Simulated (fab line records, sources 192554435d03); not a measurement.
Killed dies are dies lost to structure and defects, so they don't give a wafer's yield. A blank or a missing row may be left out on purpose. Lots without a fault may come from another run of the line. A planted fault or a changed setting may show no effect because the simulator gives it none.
fab line records | flow n5_finfet
record lots=9 wafers=26 last_day=17
route steps=1938 shown BEOL_M4@1111 BEOL_M14@1733 PASSIVATION@1936
lots that met no fault: from a run of the same line without faults
start_h: hours from the record's first day to the start of the lot's first wafer shown | wait_h: hours since the lot's step before | " the same as in the row above | L1.1+2: a row that stands for several wafers | - no value, or no start given | * or withheld: withheld | < > ~ a bound
route shown NAME@n: a module of which the file shows steps, and the number in the route of the first | usual: mean/standard deviation of fault-free wafers | same: alike in all rows | chamber/n: place in a boat | sites: the reading at each site | _std_site: their standard deviation | _edge_site: outer sites' mean less inner sites' | radius_mm: how far each site lies from the wafer's centre | mask NAME#n: copy n | behind: the tool/chamber that last shaped the wafer | hold: why the lot was held/for how many hours/how that ended | device: the transistor (n, p or np) that didn't switch | end of line: the same wafers' tests at the end of the route | a step without rows: its recipe alone | killed: dies lost to structure and defects at the first sort, not the wafer's yield | map: a wafer's dies, x killed, . not, _ none there
set.NAME: the setting as run; set.NAME@STEP: as run at that earlier step | model.NAME: the simulator's own value behind a step, which no gauge read
steps of the route over a sample of lots; a table a step, a row a wafer
services: from which hour (start_h, from the record's first day; less than 0 if before it) a tool's chamber was out of use, for how many hours, and why
## steps
# step N5_BEOL_M4_RC_MEAS_101
# usual DIBL_N=37.2/2.5 DIBL_P=38/3 IOFF_N=0.17/0.044 IOFF_P=0.24/0.059 ION_N=667/13 ION_P=461/7.9 SS_N=71.8/0.86 SS_P=73.6/0.92 VT_N=250/4.1 VT_P=-249/3.9
# columns lot.wafer tool chamber start_h wait_h DIBL_N[mV/V] DIBL_P[mV/V] IOFF_N[nA/um] IOFF_P[nA/um] ION_N[uA/um] ION_P[uA/um] SS_N[mV/dec] SS_P[mV/dec] VT_N[mV] VT_P[mV]
L824.1 prober-01 0 175.16 0.0 39.1 38 0.18 0.21 668 455 71.8 73.7 252 -252
L824.4 " 0 " " 36.4 37 0.15 0.22 665 457 71.4 73.9 250 -252
L824.6 " 0 " " 34.9 35 0.12 0.18 660 452 71.3 73.1 252 -254
L825.2 prober-01 0 178.96 0.2 36.9 38 0.17 0.23 685 466 72.0 73.9 250 -247
L825.3 " 0 " " 36.7 37 0.15 0.21 656 460 71.8 72.6 252 -253
L825.6 " 0 " " 39.7 41 0.22 0.31 682 468 73.0 74.0 245 -243
L826.1 prober-01 0 203.19 0.0 36.7 39 0.18 0.24 673 467 71.5 73.7 248 -250
L826.3 " 0 " " 39.3 41 0.23 0.29 680 466 72.2 74.8 244 -248
L826.6 " 0 " " 37.2 39 0.17 0.25 668 456 72.2 74.6 247 -250
L831.1 prober-02 0 207.55 0.0 37.6 37 0.18 0.23 676 461 71.5 73.5 248 -251
L831.2 " 0 " " 36.2 36 0.15 0.22 660 458 71.5 73.6 253 -250
L831.4 " 0 " " 38.3 38 0.20 0.26 675 473 71.7 73.7 246 -249
L836.1 prober-01 0 253.24 0.0 43.1 43 0.26 0.44 691 484 73.7 75.0 245 -238
L836.3 " 0 " " 33.8 32 0.10 0.21 654 476 71.2 71.1 260 -247
L836.6 " 0 " " 40.1 40 0.21 0.39 676 478 72.3 74.7 246 -237
L837.2 prober-02 0 253.90 0.2 34.6 37 0.16 0.22 666 461 71.6 72.7 248 -247
L837.5 " 0 " " 36.5 40 0.19 0.27 681 469 71.9 73.8 246 -246
L837.6 " 0 " " 36.0 38 0.18 0.22 671 461 71.8 74.0 247 -251
L839.1 prober-01 0 273.93 0.0 41.7 45 0.29 0.38 674 471 73.4 75.3 241 -239
L839.4 " 0 " " 39.2 43 0.22 0.36 685 482 72.5 75.1 246 -238
L839.6 " 0 " " 40.4 43 0.24 0.36 674 470 72.9 75.4 248 -241
L842.2 prober-02 0 290.62 0.2 37.6 39 0.16 0.26 663 467 72.2 73.7 252 -246
L842.5 " 0 " " 34.0 35 0.11 0.18 640 450 70.7 73.1 259 -252
L844.2 prober-01 0 290.89 0.2 37.1 36 0.14 0.22 651 452 71.5 73.0 254 -248
L844.3 " 0 " " 35.6 36 0.14 0.22 666 464 71.0 73.4 250 -249
L844.6 " 0 " " 39.0 39 0.18 0.28 665 464 72.2 74.2 249 -247
# step N5_BEOL_M14_STRIP_64
# recipe chemistry=O2 power_w=600 temp_c=60 pressure_mtorr=30 rf_frequency_hz=6e+07 bias_power_w=0 overash_fraction=0.3 o2_flow_sccm=225
# usual drypump_motor_current_A=6.0/0.42 oes_product_au=0.81/0.082 rf_vpp_V=3.7/0.55 showerhead_plenum_p_Torr=2.12/0.071 throttle_valve_pct=16.58/0.2
# same bias_power_w=0
# columns lot.wafer tool chamber start_h wait_h drypump_motor_current_A oes_product_au rf_hours_counter_h rf_vpp_V showerhead_plenum_p_Torr throttle_valve_pct
L824.1 rie_diel-02 3 - - 6.8 0.99 0 3.7 2.04 16.61
L824.4 " 1 " " 6.4 0.81 84 4.2 2.12 16.67
L824.6 " 3 " " 6.8 0.99 - 3.1 2.04 16.60
L825.2 rie_diel-06 2 - - 4.9 0.70 245 3.4 2.08 16.83
L825.3 " 0 " " 6.3 0.72 166 3.9 2.09 16.51
L825.6 " 3 " " 6.4 0.75 - 3.4 2.19 16.69
L826.1 rie_diel-06 3 - - 6.4 0.75 171 4.1 2.19 16.69
L826.3 " 1 " " 5.7 0.78 131 3.4 2.03 16.62
L826.6 " 0 " " 6.4 0.72 - 3.5 2.08 16.52
L831.1 rie_diel-06 1 - - 5.7 0.77 134 3.9 2.03 16.62
L831.2 " 0 " " 6.4 0.71 178 3.5 2.08 16.51
L831.4 " 0 " " 6.4 0.71 - 4.6 2.08 16.53
L836.1 rie_diel-06 0 - - 6.4 0.71 190 3.0 2.08 16.55
L836.3 " 1 " " 5.7 0.76 146 4.1 2.02 16.64
L836.6 " 2 " " 4.9 0.96 - 3.5 2.07 16.42
L837.2 rie_diel-02 0 - - 5.8 0.68 235 3.8 2.00 16.78
L837.5 " 2 " " 5.9 0.92 - 3.0 2.04 16.36
L837.6 " 1 " " 6.3 0.78 - 2.8 2.11 16.73
L839.1 rie_diel-04 3 - - 5.8 0.88 49 4.4 2.23 16.15
L839.4 " 0 " " 5.9 0.81 100 3.7 2.19 16.84
L839.6 " 1 " " 5.8 0.86 - 4.0 2.12 16.48
L842.2 rie_diel-04 0 - - 5.9 0.78 107 3.5 2.19 16.82
L842.5 " 0 " " 5.9 0.80 - 3.1 2.19 16.83
L844.2 rie_diel-02 2 - - 5.9 0.89 48 4.1 2.04 16.41
L844.3 " 3 " " 6.8 0.87 40 3.9 2.03 16.67
L844.6 " 3 " " 6.8 0.87 - 4.2 2.03 16.66
# step N5_BEOL_M14_OCD_MEAS_35
# usual trench_depth_nm=549/19
# columns lot.wafer tool chamber start_h wait_h trench_depth_nm
L824.1 ocd-02 - 258.51 0.0 559
L824.4 " - " " 553
L824.6 " - " " 554
L825.2 ocd-01 - 265.46 0.0 551
L825.3 " - " " 525
L825.6 " - " " 544
L826.1 ocd-02 - 284.95 0.0 551
L826.3 " - " " 557
L826.6 " - " " 593
L831.1 ocd-01 - 293.35 0.0 561
L831.2 " - " " 589
L831.4 " - " " 538
L836.1 ocd-02 - 324.00 0.0 533
L836.3 " - " " 586
L836.6 " - " " 545
L837.2 ocd-01 - 325.15 0.0 533
L837.5 " - " " 525
L837.6 " - " " 531
L839.1 ocd-02 - 351.49 0.0 532
L839.4 " - " " 603
L839.6 " - " " 601
L842.2 ocd-02 - 368.90 0.0 529
L842.5 " - " " 524
L844.2 ocd-02 - 369.61 0.0 525
L844.3 " - " " 545
L844.6 " - " " 525
# step N5_BEOL_M14_STRIP_37
# recipe chemistry=O2 power_w=600 temp_c=60 pressure_mtorr=30 rf_frequency_hz=6e+07 bias_power_w=0 overash_fraction=0.3 o2_flow_sccm=225
# usual drypump_motor_current_A=6.1/0.41 oes_product_au=0.81/0.079 rf_vpp_V=3.4/0.95 showerhead_plenum_p_Torr=2.11/0.071 throttle_valve_pct=16.57/0.18
# same bias_power_w=0
# columns lot.wafer tool chamber start_h wait_h drypump_motor_current_A oes_product_au rf_hours_counter_h rf_vpp_V showerhead_plenum_p_Torr throttle_valve_pct
L824.1 rie_diel-02 2 258.58 0.1 5.9 0.97 9 4.0 2.05 16.30
L824.4 " 1 " " 6.3 0.82 85 2.9 2.12 16.72
L824.6 " 0 " " 5.8 0.70 - 4.2 2.01 16.72
L825.2 rie_diel-02 1 267.86 2.4 6.3 0.79 89 4.2 2.12 16.67
L825.3 " 2 " " 5.9 0.97 13 2.4 2.05 16.33
L825.6 " 1 " " 6.3 0.81 - 3.5 2.12 16.65
L826.1 rie_diel-06 1 286.31 1.4 5.8 0.77 132 2.2 2.03 16.61
L826.3 " 0 " " 6.4 0.71 176 4.8 2.08 16.52
L826.6 " 1 " " 5.8 0.76 - 2.2 2.03 16.60
L831.1 rie_diel-04 2 298.05 4.7 5.9 0.78 121 3.1 2.18 16.62
L831.2 " 0 " " 5.9 0.83 80 3.4 2.20 16.78
L831.4 " 3 " " 5.8 0.90 31 5.0 2.24 16.15
L837.2 rie_diel-04 1 326.14 1.0 5.9 0.86 47 3.2 2.12 16.45
L837.5 " 2 " " 5.9 0.77 - 2.6 2.18 16.65
L837.6 " 1 " " 5.9 0.86 - 3.0 2.12 16.48
L836.1 rie_diel-04 1 326.75 2.8 5.8 0.86 47 2.4 2.12 16.47
L836.3 " 3 " " 5.8 0.91 41 3.1 2.23 16.10
L836.6 " 3 " " 5.8 0.89 - 3.4 2.23 16.12
L839.1 rie_diel-02 2 353.92 2.4 5.9 0.88 44 3.4 2.04 16.41
L839.4 " 3 " " 6.8 0.88 35 3.9 2.03 16.63
L839.6 " 3 " " 6.8 0.88 - 2.8 2.03 16.64
L842.2 rie_diel-02 3 369.45 0.6 6.8 0.85 41 3.9 2.03 16.70
L842.5 " 1 " " 6.4 0.77 - 3.7 2.11 16.73
L844.2 rie_diel-02 3 371.73 2.1 6.8 0.86 42 4.0 2.03 16.61
L844.3 " 2 " " 5.8 0.89 51 4.5 2.04 16.38
L844.6 " 1 " " 6.4 0.75 - 2.8 2.11 16.80
# step N5_BEOL_M14_ECD_47
# recipe material=Cu target_thk_a=12480
# columns lot.wafer tool chamber start_h wait_h
L824.1+4+6 ecd_cu-01 1,1,0 259.30 0.1
L825.2+3+6 ecd_cu-01 1,0,0 269.08 0.1
L826.1+3+6 ecd_cu-01 0 287.22 0.1
L831.1+2+4 ecd_cu-01 1,0,1 300.46 0.1
L837.2+5+6 ecd_cu-01 0,0,1 327.14 0.1
L836.1+3+6 ecd_cu-02 1,0,1 327.44 0.1
L839.1+4+6 ecd_cu-01 0 354.60 0.1
L842.2+5 ecd_cu-01 1,0 370.23 0.1
L844.2+3+6 ecd_cu-01 0,1,0 372.68 0.1
# step N5_BEOL_M14_CMP_49
# recipe stop_on=SiO2 t_overpolish_s=5.2 down_force_psi=2 platen_rpm=80 clearing_platen_down_force_psi=2 clearing_platen_rpm=80 post_cmp_clean=cu_alkaline target_thk_nm=560 clearing_platen_pad_velocity_m_s=1.5917 pad_velocity_m_s=1.5917
# usual clearing_platen_down_force_psi=2.000/0.0038 motor_current_A=8.2/0.92 time_to_endpoint_s=120/4.7
# columns lot.wafer tool chamber start_h wait_h clearing_platen_down_force_psi motor_current_A time_to_endpoint_s
L824.4 cmp-01 0 259.83 0.2 2.004 8.0 114
L824.1 " 1 " " 2.007 7.9 121
L824.6 " 3 " " 2.001 7.8 123
L825.3 cmp-03 3 270.15 0.2 1.997 8.6 132
L825.2 " 1 " " 2.001 6.8 124
L825.6 " 3 " " 1.995 8.3 131
L826.1 cmp-02 1 287.86 0.3 2.006 9.3 9
L826.3 " 3 " " 1.999 8.4 9
L826.6 " 1 " " 2.005 9.8 11
L831.2 cmp-02 2 300.95 0.2 2.002 8.0 9
L831.4 " 0 " " 2.004 8.1 13
L831.1 " 1 " " 1.995 9.6 9
L837.2 cmp-01 2 328.68 0.2 1.997 6.1 126
L837.6 " 1 " " 2.001 8.4 121
L837.5 " 2 " " 2.005 6.3 122
L836.3 cmp-02 3 328.96 0.2 2.003 7.8 116
L836.1 " 1 " " 2.005 9.5 113
L836.6 " 3 " " 1.997 8.7 112
L839.1 cmp-02 1 355.13 0.3 1.998 9.3 117
L839.4 " 0 " " 1.997 8.1 126
L839.6 " 1 " " 1.997 9.9 116
L842.2 cmp-02 2 370.77 0.2 2.001 8.0 119
L842.5 " 2 " " 2.003 8.0 117
L844.2 cmp-02 1 373.16 0.2 2.002 9.7 115
L844.3 " 3 " " 1.997 8.5 120
L844.6 " 1 " " 2.005 9.7 115
# step N5_BEOL_M14_THK_MEAS_50
# recipe thk_meas_gauge=xrf reads=Cu_of_BEOL_M14_ECD_47
# usual M14_THK=559/19
# columns lot.wafer tool chamber start_h wait_h M14_THK[nm]
L824.1 film_metro-01 - 260.08 - 573
L824.4 " - " " 564
L824.6 " - " " 563
L825.2 film_metro-01 - 270.45 - 561
L825.3 " - " " 539
L825.6 " - " " 558
L826.1 film_metro-01 - 288.12 - -
L826.3 " - " " -
L826.6 " - " " -
L831.1 film_metro-02 - 301.24 - -
L831.2 " - " " -
L831.4 " - " " -
L837.2 film_metro-01 - 328.93 - 540
L837.5 " - " " 529
L837.6 " - " " 536
L836.1 film_metro-01 - 329.22 - 537
L836.3 " - " " 592
L836.6 " - " " 550
L839.1 film_metro-01 - 355.43 - 538
L839.4 " - " " 614
L839.6 " - " " 612
L842.2 film_metro-01 - 371.03 - 542
L842.5 " - " " 535
L844.2 film_metro-02 - 373.46 - 534
L844.3 " - " " 554
L844.6 " - " " 536
# step N5_BEOL_M14_RS_MEAS_54
# recipe thk_meas_gauge=four-point-probe reads=Cu_of_BEOL_M14_ECD_47+Ta_of_BEOL_M14_SPUTTER_44+TaN_of_BEOL_M14_SPUTTER_43
# usual M14_RS=0.0337/0.0012
# columns lot.wafer tool chamber start_h wait_h M14_RS[ohm/sq]
L824.1 film_metro-02 - 260.21 0.0 0.0330
L824.4 " - " " 0.0335
L824.6 " - " " 0.0333
L825.2 film_metro-01 - 270.58 0.1 0.0335
L825.3 " - " " 0.0351
L825.6 " - " " 0.0338
L826.1 film_metro-01 - 288.25 0.0 32.741
L826.3 " - " " 32.835
L826.6 " - " " 33.480
L831.1 film_metro-01 - 301.37 0.0 33.654
L831.2 " - " " 33.513
L831.4 " - " " 34.240
L837.2 film_metro-01 - 329.06 0.1 0.0346
L837.5 " - " " 0.0352
L837.6 " - " " 0.0348
L836.1 film_metro-01 - 329.34 0.0 0.0348
L836.3 " - " " 0.0316
L836.6 " - " " 0.0341
L839.1 film_metro-02 - 355.56 0.0 0.0350
L839.4 " - " " 0.0305
L839.6 " - " " 0.0307
L842.2 film_metro-02 - 371.16 0.1 0.0351
L842.5 " - " " 0.0354
L844.2 film_metro-02 - 373.59 0.1 0.0353
L844.3 " - " " 0.0340
L844.6 " - " " 0.0352
# step N5_PASSIVATION_PROBE_49
# usual defect_limited_yield=91.5/1.4 killed_at_M0_to_M3=32/11 killed_at_M4_up=12/4.4 killed_at_contacts=13/6.1 killed_at_front_end=39/12 killed_at_other=3.9/3 killed_dies=100/17 killed_on_rim=13/3.9 killed_open=66/12 killed_short=33/7.4 sort_bin_4_leakage=0.03/0.14 sort_bin_5_function=5.0/0.95 sort_bin_6_memory=3.2/0.66 sort_n_pass=1079/17 sort_yield_pct=91.4/1.5
# same gross_dies=1180 killed_at_back_side=0 sort_bin_8_speed[%]=0
# columns lot.wafer tool chamber start_h wait_h defect_limited_yield[%] killed_at_M0_to_M3 killed_at_M4_up killed_at_contacts killed_at_front_end killed_at_other killed_dies killed_on_rim killed_open killed_short sort_bin_4_leakage[%] sort_bin_5_function[%] sort_bin_6_memory[%] sort_n_pass sort_yield_pct[%]
L824.1 prober-02 - 283.00 0.0 91.5 30 16 19 28 7 100 11 68 31 0 5.1 3.2 1080 91.5
L824.4 prober-02 - 283.15 0.2 90.8 24 13 23 46 3 109 16 80 29 0 5.8 3.4 1071 90.8
L824.6 prober-02 - 283.25 0.3 89.7 37 15 26 39 4 121 16 78 35 0 5.7 3.6 1059 89.7
L825.2 prober-01 - 293.30 0.1 91.9 42 13 2 34 5 96 13 61 33 0 4.1 3.8 1084 91.9
L825.3 prober-01 - 293.35 0.1 90.0 55 8 4 47 4 118 19 67 48 0 6.4 3.1 1062 90.0
L825.6 prober-01 - 293.50 0.3 93.1 26 8 10 34 3 81 11 53 25 0 4.2 2.5 1099 93.1
L826.1 prober-01 - 308.97 0.0 0 31 1111 4 30 4 1180 152 60 30 0 97.1 2.8 0 0
L826.3 prober-01 - 309.07 0.1 0 26 1089 14 44 7 1180 152 67 33 0 96.3 3.6 0 0
L826.6 prober-01 - 309.22 0.3 0 28 1103 16 33 0 1180 152 67 27 0 96.5 2.8 0 0
L831.1 prober-01 - 322.64 0.0 0 31 1093 13 39 4 1180 152 55 35 0 96.9 2.9 0 0
L831.2 prober-01 - 322.69 0.1 0 33 1081 7 58 1 1180 152 69 33 0 95.9 3.7 0 0
L831.4 prober-01 - 322.79 0.2 0 51 1087 18 19 5 1180 152 62 36 0 96.6 3.1 0 0
L837.2 prober-02 - 349.30 0.1 93.8 24 7 6 36 0 73 8 44 26 0 4.2 1.6 1107 93.8
L837.5 prober-02 - 349.45 0.2 91.6 38 22 5 32 2 99 13 53 44 0 4.5 3.5 1081 91.6
L837.6 prober-02 - 349.50 0.3 93.3 22 11 10 35 1 79 7 48 31 0 3.6 2.8 1101 93.3
L836.1 prober-02 - 353.61 0.0 89.2 38 8 17 58 7 128 17 86 39 1.10 5.8 4.9 1039 88.1
L836.3 prober-02 - 353.71 0.1 91.3 34 8 8 49 4 103 10 72 28 0 5.6 2.8 1077 91.3
L836.6 prober-02 - 353.86 0.3 90.0 31 18 11 47 11 118 18 70 44 0.25 6.9 2.7 1059 89.7
L839.1 prober-01 - 374.27 0.0 91.4 32 14 3 51 1 101 9 75 26 0.34 6.5 1.9 1075 91.1
L839.4 prober-01 - 374.42 0.2 92.5 27 13 16 32 1 89 10 64 25 0 4.7 2.5 1091 92.5
L839.6 prober-01 - 374.52 0.3 91.7 27 15 12 41 3 98 10 68 28 0 5.1 3.1 1082 91.7
L842.2 prober-01 - 396.06 0.1 89.7 34 9 9 68 1 121 16 76 44 0 6.6 3.1 1059 89.7
L842.5 prober-01 - 396.21 0.2 91.5 30 2 20 44 4 100 14 72 27 0 5.5 2.7 1080 91.5
L844.2 prober-02 - 396.77 0.1 92.2 36 10 12 32 2 92 10 55 37 0 5.0 2.6 1088 92.2
L844.3 prober-02 - 396.82 0.1 93.8 23 14 15 17 4 73 8 47 24 0 3.8 2.3 1107 93.8
L844.6 prober-02 - 396.97 0.3 93.5 16 19 10 31 1 77 9 47 30 0 3.6 2.5 1103 93.5
# killed by level:class
L824.1 MOL_CONTACT_COAG:geometric_particle:open=14 FIN_SAQP:geometric_particle:open=8 BEOL_M0_SAQP:geometric_particle:open=8 MOL_CONTACT_COAG:geometric_particle:short=5 STI_FIN_REVEAL:geometric_particle:open=5 BEOL_M2:geometric_particle:open=5 BEOL_M3:geometric_particle:open=5 FIN_SAQP:geometric_particle:short=4
L824.4 MOL_CONTACT_COAG:geometric_particle:open=22 STI_FIN_REVEAL:geometric_particle:open=16 BEOL_M1:geometric_particle:open=7 FIN_SAQP:geometric_particle:open=6 BEOL_M2:geometric_particle:open=6 FIN_SAQP:geometric_particle:short=5 ILD0:geometric_particle:short=5 ILD0:geometric_particle:open=4
L824.6 MOL_CONTACT_COAG:geometric_particle:open=20 BEOL_M0_SAQP:geometric_particle:open=11 BEOL_M2:geometric_particle:open=9 BEOL_M0_SAQP:geometric_particle:short=8 HKMG_FIN:area_etch=8 GATE_CUT:geometric_particle:open=6 MOL_CONTACT_COAG:geometric_particle:short=6 FIN_SAQP:geometric_particle:open=5
L825.2 BEOL_M0_SAQP:geometric_particle:short=11 BEOL_M0_SAQP:geometric_particle:open=10 STI_FIN_REVEAL:geometric_particle:open=9 BEOL_M2:geometric_particle:open=9 BEOL_M4:geometric_particle:open=8 FIN_SAQP:geometric_particle:open=6 BEOL_M3:geometric_particle:open=6 STI_FIN_REVEAL:geometric_particle:short=5
L825.3 BEOL_M0_SAQP:geometric_particle:short=13 STI_FIN_REVEAL:geometric_particle:open=11 BEOL_M0_SAQP:geometric_particle:open=11 FIN_SAQP:geometric_particle:open=8 BEOL_M2:geometric_particle:open=7 GATE_CUT:geometric_particle:short=6 BEOL_M3:geometric_particle:open=5 BEOL_M4:geometric_particle:open=5
L825.6 STI_FIN_REVEAL:geometric_particle:open=10 MOL_CONTACT_COAG:geometric_particle:open=9 FIN_SAQP:geometric_particle:short=5 BEOL_M3:geometric_particle:open=5 FIN_SAQP:geometric_particle:open=4 BEOL_M0_SAQP:geometric_particle:short=4 BEOL_M1:geometric_particle:open=4 DUMMY_GATE:geometric_particle:open=3
L826.1 BEOL_M14:area_ecd=1090 BEOL_M4:geometric_particle:open=10 BEOL_M2:geometric_particle:open=9 GATE_CUT:geometric_particle:short=8 BEOL_M0_SAQP:geometric_particle:short=6 FIN_SAQP:geometric_particle:open=5 BEOL_M1:geometric_particle:open=5 ILD0:geometric_particle:short=4
L826.3 BEOL_M14:area_ecd=1077 STI_FIN_REVEAL:geometric_particle:open=11 MOL_CONTACT_COAG:geometric_particle:open=11 BEOL_M1:geometric_particle:open=8 BEOL_M2:geometric_particle:open=7 FIN_SAQP:geometric_particle:short=5 DUMMY_GATE:geometric_particle:open=5 BEOL_M1:geometric_particle:short=5
L826.6 BEOL_M14:area_ecd=1086 MOL_CONTACT_COAG:geometric_particle:open=13 BEOL_M1:geometric_particle:open=11 FIN_SAQP:geometric_particle:short=9 BEOL_M4:geometric_particle:open=6 FIN_SAQP:geometric_particle:open=5 STI_FIN_REVEAL:geometric_particle:open=5 BEOL_M0_SAQP:geometric_particle:open=5
L831.1 BEOL_M14:area_ecd=1088 MOL_CONTACT_COAG:geometric_particle:open=11 BEOL_M0_SAQP:geometric_particle:short=8 STI_FIN_REVEAL:geometric_particle:open=6 DUMMY_GATE:geometric_particle:open=6 GATE_CUT:geometric_particle:short=6 BEOL_M0:geometric_particle:open=5 STARTING-WAFER:geometric_particle:open=5
L831.2 BEOL_M14:area_ecd=1078 STI_FIN_REVEAL:geometric_particle:open=18 FIN_SAQP:geometric_particle:open=13 BEOL_M0_SAQP:geometric_particle:open=12 BEOL_M0_SAQP:geometric_particle:short=11 FIN_SAQP:geometric_particle:short=9 MOL_CONTACT_COAG:geometric_particle:open=6 BEOL_M3:geometric_particle:open=5
L831.4 BEOL_M14:area_ecd=1082 MOL_CONTACT_COAG:geometric_particle:open=14 BEOL_M0_SAQP:geometric_particle:open=11 BEOL_M0_SAQP:geometric_particle:short=11 BEOL_M3:geometric_particle:open=10 BEOL_M1:geometric_particle:open=6 BEOL_M3:geometric_particle:short=5 MOL_CONTACT_COAG:geometric_particle:short=4
L837.2 STI_FIN_REVEAL:geometric_particle:open=7 BEOL_M3:geometric_particle:open=7 FIN_SAQP:geometric_particle:short=6 MOL_CONTACT_COAG:geometric_particle:open=5 STARTING-WAFER:geometric_particle:short=5 GATE_CUT:geometric_particle:short=4 BEOL_M1:geometric_particle:open=4 BEOL_M2:geometric_particle:open=4
L837.5 BEOL_M0_SAQP:geometric_particle:short=14 BEOL_M0_SAQP:geometric_particle:open=11 BEOL_M1:geometric_particle:open=8 BEOL_M4:geometric_particle:open=8 GATE_CUT:geometric_particle:short=5 GATE_CUT:geometric_particle:open=5 BEOL_M4:geometric_particle:short=5 STI_FIN_REVEAL:geometric_particle:open=4
L837.6 FIN_SAQP:geometric_particle:short=10 BEOL_M2:geometric_particle:open=7 MOL_CONTACT_COAG:geometric_particle:open=7 BEOL_M4:geometric_particle:open=6 DUMMY_GATE:geometric_particle:open=4 STARTING-WAFER:geometric_particle:open=4 STI_FIN_REVEAL:geometric_particle:open=3 DUMMY_GATE:geometric_particle:short=3
L836.1 STI_FIN_REVEAL:geometric_particle:open=15 FIN_SAQP:geometric_particle:open=13 FIN_SAQP:geometric_particle:short=12 MOL_CONTACT_COAG:geometric_particle:open=12 BEOL_M0_SAQP:geometric_particle:open=11 BEOL_M0_SAQP:geometric_particle:short=9 BEOL_M1:geometric_particle:open=8 DUMMY_GATE:geometric_particle:open=5
L836.3 STI_FIN_REVEAL:geometric_particle:open=18 BEOL_M3:geometric_particle:open=10 DUMMY_GATE:geometric_particle:open=9 BEOL_M1:geometric_particle:open=6 FIN_SAQP:geometric_particle:short=5 MOL_CONTACT_COAG:geometric_particle:open=5 BEOL_M0_SAQP:geometric_particle:short=5 BEOL_M2:geometric_particle:open=5
L836.6 STI_FIN_REVEAL:geometric_particle:open=19 MOL_CONTACT_COAG:geometric_particle:open=9 FIN_SAQP:geometric_particle:short=8 BEOL_M0_SAQP:geometric_particle:open=8 BEOL_M0_SAQP:geometric_particle:short=7 BEOL_M1:geometric_particle:open=6 BEOL_M1:geometric_particle:short=5 BEOL_M4:geometric_particle:open=5
L839.1 STI_FIN_REVEAL:geometric_particle:open=15 FIN_SAQP:geometric_particle:open=10 BEOL_M1:geometric_particle:open=8 FIN_SAQP:geometric_particle:short=7 BEOL_M0_SAQP:geometric_particle:open=6 BEOL_M4:geometric_particle:open=6 BEOL_M2:geometric_particle:open=5 DUMMY_GATE:geometric_particle:open=4
L839.4 MOL_CONTACT_COAG:geometric_particle:open=13 BEOL_M1:geometric_particle:open=11 FIN_SAQP:geometric_particle:open=9 FIN_SAQP:geometric_particle:short=7 BEOL_M4:geometric_particle:open=6 BEOL_M2:geometric_particle:open=5 DUMMY_GATE:geometric_particle:open=5 STI_FIN_REVEAL:geometric_particle:open=4
L839.6 MOL_CONTACT_COAG:geometric_particle:open=12 FIN_SAQP:geometric_particle:open=9 STI_FIN_REVEAL:geometric_particle:open=9 DUMMY_GATE:geometric_particle:open=8 BEOL_M0_SAQP:geometric_particle:open=8 BEOL_M4:geometric_particle:open=7 BEOL_M0_SAQP:geometric_particle:short=6 BEOL_M3:geometric_particle:open=6
L842.2 FIN_SAQP:geometric_particle:open=18 STI_FIN_REVEAL:geometric_particle:open=17 GATE_CUT:geometric_particle:short=11 FIN_SAQP:geometric_particle:short=10 BEOL_M2:geometric_particle:open=7 MOL_CONTACT_COAG:geometric_particle:open=6 BEOL_M0_SAQP:geometric_particle:open=6 BEOL_M3:geometric_particle:open=5
L842.5 FIN_SAQP:geometric_particle:open=16 MOL_CONTACT_COAG:geometric_particle:open=15 BEOL_M1:geometric_particle:open=8 STI_FIN_REVEAL:geometric_particle:open=7 GATE_CUT:geometric_particle:short=6 BEOL_M0_SAQP:geometric_particle:short=5 MOL_CONTACT_COAG:geometric_particle:short=5 FIN_SAQP:geometric_particle:short=4
L844.2 BEOL_M0_SAQP:geometric_particle:short=12 MOL_CONTACT_COAG:geometric_particle:open=9 BEOL_M3:geometric_particle:open=8 FIN_SAQP:geometric_particle:short=8 BEOL_M0_SAQP:geometric_particle:open=8 GATE_CUT:geometric_particle:short=5 FIN_SAQP:geometric_particle:open=4 BEOL_M2:geometric_particle:open=4
L844.3 MOL_CONTACT_COAG:geometric_particle:open=12 BEOL_M0_SAQP:geometric_particle:open=6 BEOL_M4:geometric_particle:open=5 BEOL_M0_SAQP:geometric_particle:short=4 BEOL_M1:geometric_particle:short=4 STI_FIN_REVEAL:geometric_particle:open=3 DUMMY_GATE:geometric_particle:open=3 MOL_CONTACT_COAG:geometric_particle:short=3
L844.6 MOL_CONTACT_COAG:geometric_particle:open=8 BEOL_M4:geometric_particle:open=7 GATE_CUT:geometric_particle:short=6 STARTING-WAFER:geometric_particle:short=6 BEOL_M0_SAQP:geometric_particle:open=5 FIN_SAQP:geometric_particle:open=4 FIN_SAQP:geometric_particle:short=4 STI_FIN_REVEAL:geometric_particle:open=3
## services
# columns tool chamber start_h hours kind
rie_diel-02 3 235.38 - clean
rie_diel-02 3 235.38 - consumable_replace:focus_ring
rie_diel-02 3 235.38 20.2 scheduled_down
rie_diel-02 3 235.38 20.2 vent_cycle
cmp-02 - 239.83 4.0 pm
ecd_cu-01 - 242.54 4.9 pm
cmp-02 - 243.83 - consumable_replace:conditioner
cmp-01 - 251.56 4.0 pm
ecd_cu-02 - 254.00 7.6 pm
cmp-02 - 256.58 0.3 repair
cmp-01 - 260.01 6.3 pm
rie_diel-06 - 279.75 0.6 repair
cmp-03 - 311.23 4.0 pm
ecd_cu-02 - 322.17 4.7 pm
cmp-03 - 337.01 3.0 pm
cmp-03 - 353.25 6.8 pm
cmp-03 - 360.92 2.5 repair
rie_diel-04 2 365.46 5.0 repair
rie_diel-02 0 366.23 - clean
rie_diel-02 0 366.23 - consumable_replace:focus_ring
rie_diel-02 0 366.23 18.5 scheduled_down
rie_diel-02 0 366.23 18.5 vent_cycle
cmp-03 - 366.71 1.0 repair
cmp-03 - 367.73 0.4 repair
## key
first_sign step=N5_BEOL_M14_CMP_49 reading=time_to_endpoint_s direction=down sigmas=23 usual=* struck=*
effect step=N5_BEOL_M14_THK_MEAS_50 reading=M14_THK direction=missing
effect step=N5_BEOL_M14_RS_MEAS_54 reading=M14_RS direction=up sigmas=99+ usual=0.0337 struck=33.410
effect step=N5_PASSIVATION_PROBE_49 reading=killed_at_M4_up direction=up sigmas=99+ usual=12 struck=1094
more_kills_born_at N5_BEOL_M14_ECD_47@ecd_cu-01=6501
met_at N5_BEOL_M14_ECD_47
struck_lots L826,L831
later_rows_left_out L826.1,L826.3,L826.6,L831.1,L831.2,L831.4
not_acting_at N5_BEOL_M14_STRIP_64,N5_BEOL_M14_OCD_MEAS_35,N5_BEOL_M14_STRIP_37
onset_between 269.08 287.22
fault kind=skipped_step_whole tool=ecd_cu-01 chamber=- onset_h=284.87 steps=N5_BEOL_M14_ECD_47 scope=struck_lots_only
# later_rows_left_out: the simulator's readings of these wafers behind a module that went badly wrong aren't trusted and aren't shown, but for the sort
